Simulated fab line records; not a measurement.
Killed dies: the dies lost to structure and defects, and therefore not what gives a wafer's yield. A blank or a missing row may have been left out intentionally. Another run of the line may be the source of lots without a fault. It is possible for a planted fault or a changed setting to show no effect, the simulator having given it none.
Split-lot experiment || flow n5Finfet || 7 lots, 21 wafers read, on a route of 1938 steps

ABOUT THE SPLIT
At N5_MOL_CONTACT_COAG_EXPOSE_81 (exposes mask VG, defocus 0 nm), the setting doseMj was moved away from the recipe's 59.5 on 6 of the 21 wafers read, by -3.0% to +4.5%. The other wafers ran this setting at the recipe's value.

FROM THE SPLIT TO THE READING: what the file shows between them, 2 steps
- N5_MOL_CONTACT_COAG_PEB_82: peb time 60 s
- N5_MOL_CONTACT_COAG_DEVELOP_83: develop time 30 s

THE READING
cdNm (nm) at N5_MOL_CONTACT_COAG_CD_MEAS_84, where the cd target is 25.1 nm. A value of 25.04 nm with a standard deviation of 0.23 nm is what fault-free wafers of this fab line usually give.

{"wafer": "L077.2", "tool, chamber at the split": "euvScanner-02, 0", "doseMj as run": 57.71, "against the recipe": "-3.0%", "cdNm, nm": 24.13, "against lot-mates on the recipe": -1.01}
{"wafer": "L077.3", "tool, chamber at the split": "euvScanner-02, 0", "doseMj as run": 59.5, "against the recipe": "recipe", "cdNm, nm": 25.14, "against lot-mates on the recipe": "-"}
{"wafer": "L077.5", "tool, chamber at the split": "euvScanner-02, 0", "doseMj as run": 57.71, "against the recipe": "-3.0%", "cdNm, nm": 24.27, "against lot-mates on the recipe": -0.87}
{"wafer": "L078.2", "tool, chamber at the split": "euvScanner-02, 0", "doseMj as run": 59.5, "against the recipe": "recipe", "cdNm, nm": 24.68, "against lot-mates on the recipe": "-"}
{"wafer": "L078.3", "tool, chamber at the split": "euvScanner-02, 0", "doseMj as run": 59.5, "against the recipe": "recipe", "cdNm, nm": 24.95, "against lot-mates on the recipe": "-"}
{"wafer": "L078.5", "tool, chamber at the split": "euvScanner-02, 0", "doseMj as run": 59.5, "against the recipe": "recipe", "cdNm, nm": 25.04, "against lot-mates on the recipe": "-"}
{"wafer": "L079.3", "tool, chamber at the split": "euvScanner-02, 0", "doseMj as run": 59.5, "against the recipe": "recipe", "cdNm, nm": 25.00, "against lot-mates on the recipe": "-"}
{"wafer": "L079.4", "tool, chamber at the split": "euvScanner-02, 0", "doseMj as run": 59.5, "against the recipe": "recipe", "cdNm, nm": 25.05, "against lot-mates on the recipe": "-"}
{"wafer": "L079.6", "tool, chamber at the split": "euvScanner-02, 0", "doseMj as run": 59.5, "against the recipe": "recipe", "cdNm, nm": 25.20, "against lot-mates on the recipe": "-"}
{"wafer": "L080.2", "tool, chamber at the split": "euvScanner-01, 0", "doseMj as run": 59.5, "against the recipe": "recipe", "cdNm, nm": 25.38, "against lot-mates on the recipe": "-"}
{"wafer": "L080.3", "tool, chamber at the split": "euvScanner-01, 0", "doseMj as run": 59.5, "against the recipe": "recipe", "cdNm, nm": 24.80, "against lot-mates on the recipe": "-"}
{"wafer": "L080.4", "tool, chamber at the split": "euvScanner-01, 0", "doseMj as run": 62.16, "against the recipe": "+4.5%", "cdNm, nm": 26.08, "against lot-mates on the recipe": "+0.99"}
{"wafer": "L086.1", "tool, chamber at the split": "euvScanner-02, 0", "doseMj as run": 59.5, "against the recipe": "recipe", "cdNm, nm": 25.10, "against lot-mates on the recipe": "-"}
{"wafer": "L086.2", "tool, chamber at the split": "euvScanner-02, 0", "doseMj as run": 59.5, "against the recipe": "recipe", "cdNm, nm": 24.94, "against lot-mates on the recipe": "-"}
{"wafer": "L086.3", "tool, chamber at the split": "euvScanner-02, 0", "doseMj as run": 60.74, "against the recipe": "+2.1%", "cdNm, nm": 25.30, "against lot-mates on the recipe": "+0.28"}
{"wafer": "L090.3", "tool, chamber at the split": "euvScanner-01, 0", "doseMj as run": 59.5, "against the recipe": "recipe", "cdNm, nm": 24.64, "against lot-mates on the recipe": "-"}
{"wafer": "L090.5", "tool, chamber at the split": "euvScanner-01, 0", "doseMj as run": 61.12, "against the recipe": "+2.7%", "cdNm, nm": 25.53, "against lot-mates on the recipe": "+0.89"}
{"wafer": "L090.6", "tool, chamber at the split": "euvScanner-01, 0", "doseMj as run": 61.12, "against the recipe": "+2.7%", "cdNm, nm": 25.33, "against lot-mates on the recipe": "+0.69"}
{"wafer": "L091.1", "tool, chamber at the split": "euvScanner-01, 0", "doseMj as run": 59.5, "against the recipe": "recipe", "cdNm, nm": 24.65, "against lot-mates on the recipe": "-"}
{"wafer": "L091.4", "tool, chamber at the split": "euvScanner-01, 0", "doseMj as run": 59.5, "against the recipe": "recipe", "cdNm, nm": 24.95, "against lot-mates on the recipe": "-"}
{"wafer": "L091.6", "tool, chamber at the split": "euvScanner-01, 0", "doseMj as run": 59.5, "against the recipe": "recipe", "cdNm, nm": 25.12, "against lot-mates on the recipe": "-"}

THE FIT
A straight line over all 21 wafers: cdNm changes by +0.226 nm for each +1% of doseMj; r = +0.89; the points scatter about the line by 0.2 nm.
The same after taking each lot's own level away (the mean of its wafers on the recipe; 21 wafers): +0.264 nm for each +1%; r = +0.93; scatter 0.17 nm.
That fit puts the effect of the largest move of doseMj on the reading at 1.2 nm.
From 24.640 to 25.140 nm: that is the span of the lots' own levels, equal to 2.2 times the standard deviation above.
So the lot-to-lot level changes the slope: the two fits differ.
Check: with one of the wafers moved furthest among these (+4.5%) left out of the fit, the line predicts +1.25 nm for it against its lot-mates. It came out at +0.99 nm against them.

THE OTHER SPLITS THESE WAFERS WENT THROUGH
Other splits were also applied to these wafers ahead of the reading. Each is held against what the fit with the lots' levels taken away leaves over:
{"other split on the same wafers": "N5_FIN_CUT_COAT_19 spinRpm", "wafers away from the commonest value": 10, "r with cdNm (lot level and that fit taken away)": "+0.28"}
{"other split on the same wafers": "N5_DUMMY_GATE_COAT_28 spinRpm", "wafers away from the commonest value": 6, "r with cdNm (lot level and that fit taken away)": -0.16}
{"other split on the same wafers": "N5_DUMMY_GATE_EXPOSE_12 doseMj", "wafers away from the commonest value": 2, "r with cdNm (lot level and that fit taken away)": "+0.43"}
{"other split on the same wafers": "N5_SD_EPI_N_PEB_07 pebTempC", "wafers away from the commonest value": 10, "r with cdNm (lot level and that fit taken away)": -0.17}
{"other split on the same wafers": "N5_SD_EPI_N_DEVELOP_08 developTimeS", "wafers away from the commonest value": 7, "r with cdNm (lot level and that fit taken away)": -0.08}
{"other split on the same wafers": "N5_HKMG_FIN_COAT_66 spinRpm", "wafers away from the commonest value": 5, "r with cdNm (lot level and that fit taken away)": "+0.46"}
{"other split on the same wafers": "N5_GATE_CUT_ALD_22 aldCycles", "wafers away from the commonest value": 9, "r with cdNm (lot level and that fit taken away)": -0.15}
{"other split on the same wafers": "N5_MOL_CONTACT_COAG_COAT_78 spinRpm", "wafers away from the commonest value": 5, "r with cdNm (lot level and that fit taken away)": "+0.07"}

THE FILE'S OWN FIT
cdNm changes by +0.245 nm for each +1% of doseMj, r = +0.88.
